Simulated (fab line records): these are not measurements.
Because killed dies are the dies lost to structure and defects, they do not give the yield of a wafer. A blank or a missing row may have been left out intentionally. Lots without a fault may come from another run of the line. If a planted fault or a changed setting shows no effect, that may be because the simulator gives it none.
Split-lot study ; flow n5_finfet ; route with 1938 steps; 7 lots, 21 wafers read

ON THE SPLIT
At N5_BEOL_M1_TRENCH_ETCH_37 (etches SiOC in C4F6/O2, target depth 55.207 nm, time 29 s), the setting bias_w was moved away from the recipe's 185 W on 8 of the 21 wafers read, by -17.4% to +12.7%. The other wafers ran this setting at the recipe's value.

FROM THE SPLIT TO THE READING: what the file shows between them, 2 steps
- N5_BEOL_M1_ETCH_41: etches SiCN in CH3F/O2, target depth 31.9 nm, time 57.8 s
- N5_BEOL_M1_STRIP_97: strips in N2/H2, time 10 s

THE READING
trench_depth_nm, in nm, at N5_BEOL_M1_OCD_MEAS_38. A value of 54.7 nm with a standard deviation of 0.74 nm is what fault-free wafers of this fab line usually give.

wafer;tool, chamber at the split;bias_w as run, W;against the recipe;trench_depth_nm, nm;against lot-mates on the recipe
L074.3;rie_diel-01, 1;152.9;-17.4%;51.8;-3.1
L074.5;rie_diel-01, 3;185;recipe;54.3;-
L074.6;rie_diel-01, 2;185;recipe;55.5;-
L075.3;rie_diel-06, 3;185;recipe;53.8;-
L075.4;rie_diel-06, 0;185;recipe;54.5;-
L075.5;rie_diel-06, 3;185;recipe;54.0;-
L077.2;rie_diel-01, 2;185;recipe;55.2;-
L077.3;rie_diel-01, 0;206.1;+11.4%;56.9;+1.7
L077.5;rie_diel-01, 0;206.1;+11.4%;55.8;+0.6
L078.1;rie_diel-05, 0;185;recipe;56.1;-
L078.2;rie_diel-05, 2;208.5;+12.7%;57.0;+1.2
L078.4;rie_diel-05, 3;185;recipe;55.4;-
L088.1;rie_diel-01, 1;155.7;-15.8%;52.0;-1.9
L088.2;rie_diel-01, 0;155.7;-15.8%;52.0;-1.9
L088.3;rie_diel-01, 3;185;recipe;53.9;-
L090.2;rie_diel-05, 3;169.5;-8.4%;53.2;-2.2
L090.3;rie_diel-05, 2;185;recipe;55.4;-
L090.4;rie_diel-05, 1;169.5;-8.4%;52.5;-2.9
L094.3;rie_diel-05, 2;185;recipe;55.0;-
L094.5;rie_diel-05, 2;185;recipe;55.9;-
L094.6;rie_diel-05, 3;185;recipe;55.2;-

THE FIT
A straight line over all 21 wafers: trench_depth_nm changes by +0.173 nm for each +1% of bias_w; r = +0.90; the points scatter about the line by 0.69 nm.
The same after taking each lot's own level away (the mean of its wafers on the recipe; 21 wafers): +0.141 nm for each +1%; r = +0.89; scatter 0.6 nm.
That fit puts the effect of the largest move of bias_w on the reading at 2.5 nm.
Across the lots, their own levels run from 53.90 to 55.75 nm, a range of 2.5 times the standard deviation given above.
So the lot-to-lot level changes the slope: the two fits differ.
Check: with one of the wafers moved furthest among these (-17.4%) left out of the fit, the line predicts -2.51 nm for it against its lot-mates. Against them it came out at -3.1 nm.
Tool readings at the split's step, against how far the setting was moved: rf_vpp_V r = +0.96.

OTHER SPLITS APPLIED TO THESE WAFERS
Before the reading, these wafers also passed through other splits. Each is held against what the fit with the lots' levels taken away leaves over:
other split on the same wafers;wafers away from the commonest value;r with trench_depth_nm (lot level and that fit taken away)
N5_MOL_CONTACT_COAG_COAT_75 spin_rpm;6;-0.20
N5_BEOL_M0_SAQP_ETCH_84 time_s;10;+0.32
N5_BEOL_M0_SAQP_SPACER1_ALD_98 temp_c;5;+0.17
N5_BEOL_M0_SAQP_ETCH_107 bias_w;7;-0.49

THE WHOLE CHAIN: every reading that the file lists as answering this split, in the file's order
step;what it does;reading;change (the file's fit);r (the file's)
N5_BEOL_M1_TRENCH_ETCH_37;etches SiOC in C4F6/O2, target depth 55.207 nm, time 29 s;rf_vpp_V;+5.9 V for each +1% of the setting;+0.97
N5_BEOL_M1_TRENCH_ETCH_37;etches SiOC in C4F6/O2, target depth 55.207 nm, time 29 s;etch.depth_nm (the simulator's own value, which no gauge read);+0.153 nm for each +1% of the setting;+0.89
N5_BEOL_M1_TRENCH_ETCH_37;etches SiOC in C4F6/O2, target depth 55.207 nm, time 29 s;BEOL_M1.feature_depth_nm (the simulator's own value, which no gauge read);+0.153 nm for each +1% of the setting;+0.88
N5_BEOL_M1_OCD_MEAS_38;;trench_depth_nm;+0.147 nm for each +1% of the setting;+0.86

FILE'S OWN FIT
trench_depth_nm changes by +0.147 nm for each +1% of bias_w, r = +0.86.
